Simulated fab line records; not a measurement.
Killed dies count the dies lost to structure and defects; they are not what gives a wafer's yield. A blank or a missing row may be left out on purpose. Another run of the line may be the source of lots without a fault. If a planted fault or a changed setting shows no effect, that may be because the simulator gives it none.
Struck lot and sound lot, side by side    flow nandHarc    44 steps out of a route of 1302
Sound: these wafers, L417.3, L417.5, L417.6. The struck wafers were L425.4, L425.5, L425.6. The cause is named last.
For every step that has rows: the tool of each side, followed by ch and its chambers, followed by its first start. Under that, the readings that differ: sound wafers    struck wafers    difference of the means    sigmas: that difference in standard deviations of wafers without a fault.
alike: readings whose means differ by less than 2 such deviations, and words and numbers that are the same on both sides. not compared: withheld readings, readings that some wafer has no value for, bounds like >300 that may hide the same value, and numbers for which the record gives no deviation and whose values overlap.
Wherever a step has rows on one side only, a row that says differs or no value, or a row with sigmas, the two part there. When numbers do not overlap yet have no deviation, they are printed without sigmas and do not part them. Lack of a reading on every wafer of one side parts them only where that side has two or more wafers.

NHARC_P_M0_PRE_CLEAN_31: time 12 s.
  sound on pecvd-04 ch 0,2, day 10 06:06; struck on pecvd-01 ch 0,1,2, day 13 06:00
  alike: heaterPowerW
then, 11 steps without rows for these wafers: NHARC_P_M0_DEP_32 (deposits SiCN, target thk 30 nm); NHARC_P_M1_DEP_00 (deposits SiOC, target thk 182.5 nm); NHARC_P_M1_DEHYDRATE_01 (time 120 s); NHARC_P_M1_HMDS_02 (time 30 s); NHARC_P_M1_COAT_34 (time 65 s); NHARC_P_M1_COAT_03 (resist thk 90 nm); NHARC_P_M1_SOFTBAKE_04 (time 55 s); NHARC_P_M1_EBR_05; NHARC_P_M1_EXPOSE_06 (exposes mask P M1, target cd 130 nm); NHARC_P_M1_PEB_07 (peb time 65 s); NHARC_P_M1_DEVELOP_08 (develop time 35 s).
NHARC_P_M1_CD_MEAS_09 targets a cd of 130 nm.
  sound on cdSem-03 ch 0, day 10 07:25; struck on cdSem-03 ch 0, day 13 07:21
reading    sound              struck             difference  sigmas
cdNm (nm)  130.1 129.9 129.5  130.9 131.1 131.8  +1.4        +3
  not compared: hold
NHARC_P_M1_OVL_MEAS_10: pitch 260 nm.
  sound: overlay-02 at day 10 07:30; struck: overlay-01 at day 13 09:55
reading          sound          struck                                                                   difference                    sigmas
hold             - - -          awaitDispo/2.5h/release awaitDispo/2.5h/release awaitDispo/2.5h/release  no value on the sound wafers  
overlayXNm (nm)  -1.1 -0.3 0.0  0.9 2.3 1.4                                                              +2.0                          +2
  alike: overlayYNm
NHARC_P_M1_INSPECT_11:
  sound: defectInspect-01 at day 10 07:32; struck: defectInspect-02 at day 13 09:56
reading         sound  struck    difference  sigmas
rawDefectCount  6 1 3  10 12 12  +8          +3
then, 2 steps without rows for these wafers: NHARC_P_M1_DESCUM_14 (chemistry O2, time 3 s); NHARC_P_M1_ETCH_35 (etches the open film in N2/H2, target depth 40 nm, overetch 12 nm, time 43.94 s).
NHARC_P_M1_ETCH_15: etches the open film in C4F8/Ar, target depth 182.5 nm, time 91.2 s.
  sound: rieDiel-08 ch 2,3; struck: rieDiel-08 ch 0,3
reading              sound              struck             difference  sigmas
oesProductAu (a.u.)  0.966 0.962 0.974  0.915 0.916 0.915  -0.052      -2
  alike: rfVppV
  not compared: rfHoursCounterH
NHARC_P_M1_CD_MEAS_16:
  sound: cdSem-02 at day 10 07:55; struck: cdSem-01 at day 13 10:19
  alike: cdNm
then, 3 steps without rows for these wafers: NHARC_P_M1_STRIP_18 (strips in N2/H2); NHARC_P_M1_ETCH_28 (etches the open film in CF4/N2, target depth 30 nm, time 72.99 s); NHARC_P_M1_STRIP_19 (strips in post etch residue remover, time 600 s).
NHARC_P_M1_DEGAS_29: time 60 s.
  sound: pvdSputter-01 at day 10 08:43; struck: pvdSputter-03 at day 13 11:02
  alike: heaterPowerW
then, 4 steps without rows for these wafers: NHARC_P_M1_PRE_CLEAN_30 (time 30 s); NHARC_P_M1_PVD_20 (deposits TaN, target thk 5 nm, time 8.06 s); NHARC_P_M1_PVD_21 (deposits Cu, target thk 30 nm, time 20.49 s); NHARC_P_M1_ECD_22 (material Cu, target thk 400 nm).
NHARC_P_M1_ANNEAL_31: time 90 s.
  sound on rtpAnneal-02 ch 0, day 10 09:34; struck on rtpAnneal-02 ch 0, day 13 11:55
  alike: annealTempCMax, wafer_temp_C_max
then, 1 step without rows for these wafers: NHARC_P_M1_CMP_23 (polishes, t overpolish 20 s, target thk 157.82 nm).
NHARC_P_M1_THK_MEAS_24: measures by xrf.
  sound: filmMetro-01 at day 10 10:08; struck: filmMetro-01 at day 13 12:26
  alike: thkNm
after that, 1 step had no rows for these wafers: NHARC_P_M1_SRD_25.
NHARC_P_M1_INSPECT_27:
  sound: defectInspect-02 at day 10 10:19; struck: defectInspect-01 at day 13 12:35
  alike: rawDefectCount
then, 1 step without rows for these wafers: NHARC_P_M1_PRE_CLEAN_32 (time 12 s).
NHARC_P_M1_DEP_33: deposits SiCN, target thk 30 nm.
  sound on pecvd-04 ch 0,2, day 10 10:28; struck on pecvd-04 ch 0,1,2, day 13 13:06
  alike: heaterPowerW
then, 7 steps without rows for these wafers: NHARC_P_M2_DEP_00 (deposits SiOC, target thk 182.5 nm); NHARC_P_M2_DEHYDRATE_01 (time 120 s); NHARC_P_M2_HMDS_02 (time 30 s); NHARC_P_M2_COAT_34 (time 65 s); NHARC_P_M2_COAT_03 (resist thk 90 nm); NHARC_P_M2_SOFTBAKE_04 (time 55 s); NHARC_P_M2_EBR_05.
-- the record jumps here: 17 days lie between the struck wafers' starts before and after (it left off in module P_M2 and takes up again in module A_BLC, whose first step shown is number 1120 of the route) --
NHARC_A_BLC_DESCUM_15: chemistry O2, time 3 s.
  sound on rieDiel-06 ch 2,3, day 26 14:19; struck on rieDiel-06 ch 1,2, day 30 15:29
  alike: drypumpMotorCurrentA, oesProductAu, rfVppV, showerheadPlenumPTorr, throttleValvePct
  not compared: rfHoursCounterH, model.A_BLC.cdNm
NHARC_A_BLC_ETCH_18: etches the open film in C4F8/O2/Ar, target depth 910 nm.
  sound: rieDiel-06 ch 0,1,3; struck: rieDiel-06 ch 1,2
  alike: oesProductAu, rfVppV
  not compared: rfHoursCounterH, model.A_BLC.cdNm
-- break in the record here, with 2 days between the starts of the struck wafers on either side (left off in module A_BLC, picked up again in module END, where the first step shown is number 1302 on the route) --
NHARC_END_SORT_01:
  sound on prober-01 ch 0, day 28 15:46; struck on prober-01 ch 0, day 32 20:16
reading            sound  struck   difference  sigmas
killedAtPeriphery  3 2 3  8 10 12  +7          +3
  alike: defectLimitedYield, killedAtArray, killedAtOther, killedDies, killedOpen, killedShort

== WHERE THEY PART ==
First at NHARC_P_M1_CD_MEAS_09; last, within this record, at NHARC_END_SORT_01.

WHY: the cause the simulator had injected
Metrology matching offset: cdSem-03, from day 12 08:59 on, at NHARC_P_M1_CD_MEAS_09. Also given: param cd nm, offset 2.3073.
